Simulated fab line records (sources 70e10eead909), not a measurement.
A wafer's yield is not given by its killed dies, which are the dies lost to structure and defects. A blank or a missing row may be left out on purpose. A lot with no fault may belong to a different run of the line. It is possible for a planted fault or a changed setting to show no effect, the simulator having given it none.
Matching of chambers :: flow nand_harc :: NHARC_A_BONDPAD_DESCUM_11 on rie_diel-13 has 4 sister chambers
The step chemistry O2, time 3 s. 42 wafers are shown with their chamber, then 12 later ones without.

== WAFERS WITH THEIR CHAMBER ==
wafer: L076.2
chamber: 0
drypump_motor_current_A (A): 5.6
showerhead_plenum_p_Torr (Torr): 1.90
rf_vpp_V (V): 57.3

wafer: L076.3
chamber: 3
drypump_motor_current_A (A): 6.4
showerhead_plenum_p_Torr (Torr): 2.00
rf_vpp_V (V): 59.1

wafer: L076.6
chamber: 1
drypump_motor_current_A (A): 4.8
showerhead_plenum_p_Torr (Torr): 2.02
rf_vpp_V (V): 58.7

wafer: L075.2
chamber: 3
drypump_motor_current_A (A): 6.5
showerhead_plenum_p_Torr (Torr): 1.99
rf_vpp_V (V): 58.8

wafer: L075.4
chamber: 0
drypump_motor_current_A (A): 5.6
showerhead_plenum_p_Torr (Torr): 1.90
rf_vpp_V (V): 58.6

wafer: L075.6
chamber: 3
drypump_motor_current_A (A): 6.5
showerhead_plenum_p_Torr (Torr): 2.00
rf_vpp_V (V): 59.2

wafer: L074.1
chamber: 2
drypump_motor_current_A (A): 5.6
showerhead_plenum_p_Torr (Torr): 2.01
rf_vpp_V (V): 57.7

wafer: L074.2
chamber: 3
drypump_motor_current_A (A): 6.5
showerhead_plenum_p_Torr (Torr): 2.00
rf_vpp_V (V): 58.6

wafer: L074.3
chamber: 0
drypump_motor_current_A (A): 5.6
showerhead_plenum_p_Torr (Torr): 1.90
rf_vpp_V (V): 57.9

wafer: L080.3
chamber: 0
drypump_motor_current_A (A): 5.6
showerhead_plenum_p_Torr (Torr): 1.90
rf_vpp_V (V): 56.4

wafer: L080.4
chamber: 2
drypump_motor_current_A (A): 5.6
showerhead_plenum_p_Torr (Torr): 2.01
rf_vpp_V (V): 57.7

wafer: L080.5
chamber: 2
drypump_motor_current_A (A): 5.6
showerhead_plenum_p_Torr (Torr): 2.01
rf_vpp_V (V): 59.5

wafer: L079.1
chamber: 1
drypump_motor_current_A (A): 4.8
showerhead_plenum_p_Torr (Torr): 2.02
rf_vpp_V (V): 59.4

wafer: L079.4
chamber: 2
drypump_motor_current_A (A): 5.6
showerhead_plenum_p_Torr (Torr): 2.01
rf_vpp_V (V): 58.2

wafer: L079.5
chamber: 2
drypump_motor_current_A (A): 5.6
showerhead_plenum_p_Torr (Torr): 2.01
rf_vpp_V (V): 58.6

wafer: L081.2
chamber: 0
drypump_motor_current_A (A): 5.6
showerhead_plenum_p_Torr (Torr): 1.90
rf_vpp_V (V): 56.4

wafer: L081.3
chamber: 3
drypump_motor_current_A (A): 6.4
showerhead_plenum_p_Torr (Torr): 1.99
rf_vpp_V (V): 56.4

wafer: L081.5
chamber: 2
drypump_motor_current_A (A): 5.6
showerhead_plenum_p_Torr (Torr): 2.01
rf_vpp_V (V): 57.8

wafer: L084.1
chamber: 2
drypump_motor_current_A (A): 5.6
showerhead_plenum_p_Torr (Torr): 2.01
rf_vpp_V (V): 57.6

wafer: L084.3
chamber: 3
drypump_motor_current_A (A): 6.4
showerhead_plenum_p_Torr (Torr): 1.99
rf_vpp_V (V): 56.7

wafer: L084.6
chamber: 2
drypump_motor_current_A (A): 5.6
showerhead_plenum_p_Torr (Torr): 2.01
rf_vpp_V (V): 58.0

wafer: L083.1
chamber: 3
drypump_motor_current_A (A): 6.4
showerhead_plenum_p_Torr (Torr): 1.99
rf_vpp_V (V): 59.3

wafer: L083.5
chamber: 2
drypump_motor_current_A (A): 5.6
showerhead_plenum_p_Torr (Torr): 2.01
rf_vpp_V (V): 58.0

wafer: L083.6
chamber: 3
drypump_motor_current_A (A): 6.4
showerhead_plenum_p_Torr (Torr): 1.99
rf_vpp_V (V): 58.0

wafer: L085.3
chamber: 2
drypump_motor_current_A (A): 5.6
showerhead_plenum_p_Torr (Torr): 2.01
rf_vpp_V (V): 58.8

wafer: L085.4
chamber: 1
drypump_motor_current_A (A): 4.8
showerhead_plenum_p_Torr (Torr): 2.02
rf_vpp_V (V): 58.9

wafer: L085.6
chamber: 1
drypump_motor_current_A (A): 4.8
showerhead_plenum_p_Torr (Torr): 2.02
rf_vpp_V (V): 56.6

wafer: L086.4
chamber: 2
drypump_motor_current_A (A): 5.6
showerhead_plenum_p_Torr (Torr): 2.01
rf_vpp_V (V): 57.2

wafer: L086.5
chamber: 0
drypump_motor_current_A (A): 5.6
showerhead_plenum_p_Torr (Torr): 1.90
rf_vpp_V (V): 55.4

wafer: L086.6
chamber: 1
drypump_motor_current_A (A): 4.8
showerhead_plenum_p_Torr (Torr): 2.02
rf_vpp_V (V): 58.6

wafer: L087.1
chamber: 3
drypump_motor_current_A (A): 6.5
showerhead_plenum_p_Torr (Torr): 1.99
rf_vpp_V (V): 57.9

wafer: L087.3
chamber: 0
drypump_motor_current_A (A): 5.6
showerhead_plenum_p_Torr (Torr): 1.90
rf_vpp_V (V): 58.0

wafer: L087.4
chamber: 2
drypump_motor_current_A (A): 5.6
showerhead_plenum_p_Torr (Torr): 2.01
rf_vpp_V (V): 58.2

wafer: L089.1
chamber: 0
drypump_motor_current_A (A): 5.6
showerhead_plenum_p_Torr (Torr): 1.90
rf_vpp_V (V): 57.8

wafer: L089.3
chamber: 2
drypump_motor_current_A (A): 5.6
showerhead_plenum_p_Torr (Torr): 2.01
rf_vpp_V (V): 59.2

wafer: L089.6
chamber: 2
drypump_motor_current_A (A): 5.6
showerhead_plenum_p_Torr (Torr): 2.01
rf_vpp_V (V): 58.0

wafer: L091.2
chamber: 3
drypump_motor_current_A (A): 6.4
showerhead_plenum_p_Torr (Torr): 1.99
rf_vpp_V (V): 59.0

wafer: L091.3
chamber: 1
drypump_motor_current_A (A): 4.8
showerhead_plenum_p_Torr (Torr): 2.02
rf_vpp_V (V): 58.2

wafer: L091.5
chamber: 0
drypump_motor_current_A (A): 5.6
showerhead_plenum_p_Torr (Torr): 1.90
rf_vpp_V (V): 56.6

wafer: L093.1
chamber: 3
drypump_motor_current_A (A): 6.5
showerhead_plenum_p_Torr (Torr): 1.99
rf_vpp_V (V): 58.0

wafer: L093.3
chamber: 0
drypump_motor_current_A (A): 5.6
showerhead_plenum_p_Torr (Torr): 1.90
rf_vpp_V (V): 56.5

wafer: L093.5
chamber: 2
drypump_motor_current_A (A): 5.6
showerhead_plenum_p_Torr (Torr): 2.01
rf_vpp_V (V): 58.3

SIGNATURES, as means of the wafers listed above
reading: drypump_motor_current_A
chamber 0: 5.600
chamber 1: 4.800
chamber 2: 5.600
chamber 3: 6.445
scatter within a chamber: 0.0268

reading: showerhead_plenum_p_Torr
chamber 0: 1.9000
chamber 1: 2.0200
chamber 2: 2.0100
chamber 3: 1.9927
scatter within a chamber: 0.0024

reading: rf_vpp_V
chamber 0: 57.090
chamber 1: 58.400
chamber 2: 58.187
chamber 3: 58.273
scatter within a chamber: 0.866
Rule: distance of a wafer from a chamber = root of the sum over the readings of ((wafer's reading minus chamber's mean) / reading's scatter) squared. The wafer belongs to the nearest chamber; if the next one is less than 2 further off, it can't be placed. How the scatter is found: for the shown wafers, subtract from each reading the mean of its chamber, square and add these, divide the total by (wafers less chambers), then take the root.

== WAFERS WITHOUT THEIR CHAMBER ==
wafer: L094.2
drypump_motor_current_A (A): 5.6
showerhead_plenum_p_Torr (Torr): 2.01
rf_vpp_V (V): 57.0

wafer: L094.4
drypump_motor_current_A (A): 5.6
showerhead_plenum_p_Torr (Torr): 1.90
rf_vpp_V (V): 59.3

wafer: L094.6
drypump_motor_current_A (A): 6.5
showerhead_plenum_p_Torr (Torr): 1.99
rf_vpp_V (V): 59.0

wafer: L092.3
drypump_motor_current_A (A): 5.6
showerhead_plenum_p_Torr (Torr): 2.01
rf_vpp_V (V): 58.8

wafer: L092.5
drypump_motor_current_A (A): 5.6
showerhead_plenum_p_Torr (Torr): 2.01
rf_vpp_V (V): 60.1

wafer: L092.6
drypump_motor_current_A (A): 6.4
showerhead_plenum_p_Torr (Torr): 1.99
rf_vpp_V (V): 57.9

wafer: L092.1
drypump_motor_current_A (A): 5.6
showerhead_plenum_p_Torr (Torr): 1.90
rf_vpp_V (V): 58.6

wafer: L092.2
drypump_motor_current_A (A): 6.5
showerhead_plenum_p_Torr (Torr): 1.99
rf_vpp_V (V): 58.4

wafer: L092.4
drypump_motor_current_A (A): 4.8
showerhead_plenum_p_Torr (Torr): 2.02
rf_vpp_V (V): 58.6

wafer: L095.2
drypump_motor_current_A (A): 5.6
showerhead_plenum_p_Torr (Torr): 2.01
rf_vpp_V (V): 57.0

wafer: L095.4
drypump_motor_current_A (A): 6.4
showerhead_plenum_p_Torr (Torr): 1.99
rf_vpp_V (V): 59.5

wafer: L095.5
drypump_motor_current_A (A): 5.6
showerhead_plenum_p_Torr (Torr): 2.01
rf_vpp_V (V): 57.8

== WHICH CHAMBER EACH ONE RAN IN ==
wafer: L094.2
from the rows above: 2
in truth: 2

wafer: L094.4
from the rows above: 0
in truth: 0

wafer: L094.6
from the rows above: 3
in truth: 3

wafer: L092.3
from the rows above: 2
in truth: 2

wafer: L092.5
from the rows above: 2
in truth: 2

wafer: L092.6
from the rows above: 3
in truth: 3

wafer: L092.1
from the rows above: 0
in truth: 0

wafer: L092.2
from the rows above: 3
in truth: 3

wafer: L092.4
from the rows above: 1
in truth: 1

wafer: L095.2
from the rows above: 2
in truth: 2

wafer: L095.4
from the rows above: 3
in truth: 3

wafer: L095.5
from the rows above: 2
in truth: 2
12 of 12 placed correctly. Can't be placed from these rows: 0. 0 placed wrongly.
